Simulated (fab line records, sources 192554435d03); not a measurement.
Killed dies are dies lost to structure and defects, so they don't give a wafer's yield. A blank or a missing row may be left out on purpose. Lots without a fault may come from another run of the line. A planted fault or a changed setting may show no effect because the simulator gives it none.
Chamber matching | flow n5_finfet | N5_BEOL_M5_PRE_CLEAN_77 on cvd_co-01: 3 sister chambers
The step time 15 s. 27 wafers are shown with their chamber, then 12 later ones without.

WAFERS WITH THEIR CHAMBER
wafer  | chamber | heater_power_w (W)
L075.2 | 0       | 76
L075.3 | 2       | 84
L075.4 | 1       | 90
L077.1 | 2       | 84
L077.2 | 1       | 90
L077.5 | 1       | 88
L078.1 | 2       | 84
L078.3 | 0       | 74
L078.5 | 2       | 85
L079.3 | 1       | 93
L079.5 | 2       | 84
L079.6 | 0       | 75
L085.2 | 0       | 73
L085.3 | 1       | 92
L085.6 | 2       | 86
L086.1 | 1       | 91
L086.4 | 2       | 85
L086.6 | 0       | 75
L088.2 | 0       | 75
L088.4 | 0       | 75
L088.5 | 2       | 85
L090.1 | 1       | 90
L090.4 | 1       | 92
L090.5 | 2       | 84
L093.1 | 1       | 93
L093.3 | 0       | 77
L093.5 | 0       | 73

SIGNATURES (means of the wafers above)
reading        | chamber 0 | chamber 1 | chamber 2 | scatter within a chamber
heater_power_w | 74.78     | 91.00     | 84.56     | 1.29
Rule: a wafer's distance from a chamber is the root of the sum, over the readings, of the square of ((its reading less the chamber's mean) divided by the reading's scatter). The wafer belongs to the nearest chamber; if the next one is less than 2 further off, it can't be placed. The scatter: the root of (the sum of the squares of (reading less its chamber's mean) over the shown wafers, divided by (wafers less chambers)).

WAFERS WITHOUT THEIR CHAMBER
wafer  | heater_power_w (W)
L092.1 | 73
L092.2 | 83
L092.5 | 84
L091.1 | 77
L091.4 | 83
L091.6 | 90
L095.1 | 75
L095.2 | 91
L095.4 | 95
L094.1 | 75
L094.4 | 85
L094.5 | 90

WHICH CHAMBER EACH WENT THROUGH
wafer  | from the rows above | in truth
L092.1 | 0                   | 0
L092.2 | 2                   | 2
L092.5 | 2                   | 2
L091.1 | 0                   | 0
L091.4 | 2                   | 2
L091.6 | 1                   | 1
L095.1 | 0                   | 0
L095.2 | 1                   | 1
L095.4 | 1                   | 1
L094.1 | 0                   | 0
L094.4 | 2                   | 2
L094.5 | 1                   | 1
Placed correctly: 12 of 12. Can't be placed from these rows: 0. Placed wrongly: 0.
